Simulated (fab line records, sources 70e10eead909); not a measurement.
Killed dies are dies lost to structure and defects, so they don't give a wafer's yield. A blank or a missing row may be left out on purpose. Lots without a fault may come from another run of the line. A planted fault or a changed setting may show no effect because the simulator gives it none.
Chamber matching | flow nand_harc | NHARC_A_STAIRCASE_ALD_415 on ald_hk-02: 4 sister chambers
The step deposits SiO2, target thk 30 nm, pulse time 6 s, ald cycles 300. 4 wafers are shown with their chamber, then 7 later ones without.

WAFERS WITH THEIR CHAMBER
wafer  | chamber | heater_power_w (W)
L923.6 | 1       | 432
L925.3 | 2       | 465
L939.1 | 3       | 502
L939.2 | 0       | 501

WAFERS WITHOUT THEIR CHAMBER
wafer  | heater_power_w (W)
L939.6 | 507
L940.2 | 429
L940.4 | 478
L940.5 | 480
L941.1 | 492
L941.3 | 500
L941.6 | 439

WHICH CHAMBER EACH WENT THROUGH
wafer  | from the rows above          | in truth
L939.6 | can't be placed: 3 or 0      | 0
L940.2 | 1                            | 1
L940.4 | can't be placed: 2 or 0 or 3 | 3
L940.5 | can't be placed: 2 or 0 or 3 | 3
L941.1 | can't be placed: 0 or 3      | 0
L941.3 | can't be placed: 0 or 3      | 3
L941.6 | 1                            | 1
Placed correctly: 2 of 7. Can't be placed from these rows: 5 (the true chamber is among the candidates in 5). Placed wrongly: 0.
How it was worked out, from the rows above alone: a wafer's distance from a chamber is the root of the sum, over the readings, of the square of ((its reading less the chamber's mean) divided by the reading's scatter). The wafer belongs to the nearest chamber; if the next one is less than 2 further off, it can't be placed. A chamber's mean is the mean of its shown wafers. The scatter: with one shown wafer a chamber, the root of the mean of the squares of how far each hidden wafer lies from its nearest shown one.
